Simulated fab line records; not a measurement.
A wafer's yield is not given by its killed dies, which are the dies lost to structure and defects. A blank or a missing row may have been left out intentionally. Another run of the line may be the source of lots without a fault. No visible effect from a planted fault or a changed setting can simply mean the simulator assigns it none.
Matching of chambers | flow nand-harc | 3 sister chambers for NHARC_A_CONTACT_DEP_58 on pecvd-02
The step deposits SiON, target thk 90 nm. 6 wafers are shown with their chamber, then 8 later ones without.

== EACH WAFER AND ITS CHAMBER ==
wafer  | chamber | heater-power-outer-w (W) | heater-power-w (W)
L083.4 | 2       | 409                      | 666
L086.5 | 1       | 636                      | 975
L087.3 | 0       | 353                      | 650
L087.5 | 0       | 355                      | 650
L087.6 | 1       | 653                      | 959
L094.1 | 2       | 361                      | 608

== WAFERS WITHOUT THEIR CHAMBER ==
wafer  | heater-power-outer-w (W) | heater-power-w (W)
L094.4 | 648                      | 983
L094.5 | 371                      | 630
L095.1 | 353                      | 589
L095.4 | 400                      | 694
L095.5 | 363                      | 597
L097.3 | 442                      | 769
L097.5 | 301                      | 511
L097.6 | 549                      | 866

== CHAMBER TAKEN BY EACH ==
wafer  | from the rows above     | in truth
L094.4 | 1                       | 1
L094.5 | can't be placed: 2 or 0 | 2
L095.1 | can't be placed: 0 or 2 | 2
L095.4 | can't be placed: 2 or 0 | 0
L095.5 | can't be placed: 2 or 0 | 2
L097.3 | can't be placed: 2 or 0 | 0
L097.5 | can't be placed: 0 or 2 | 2
L097.6 | 1                       | 1
2 of 8 placed correctly. From these rows, 6 cannot be placed; in 6 the true chamber is one of the candidates. Number placed wrongly: 0.
How it was worked out, from the rows above alone: a wafer's distance from a chamber is the root of the sum, over the readings, of the square of ((its reading less the chamber's mean) divided by the reading's scatter). If the next closest chamber is less than 2 further off than the closest, the wafer can't be placed; otherwise it belongs to the closest. Each chamber's mean is taken over the wafers shown for it. The scatter: the root of (the sum of the squares of (reading less its chamber's mean) over the shown wafers, divided by (wafers less chambers)).
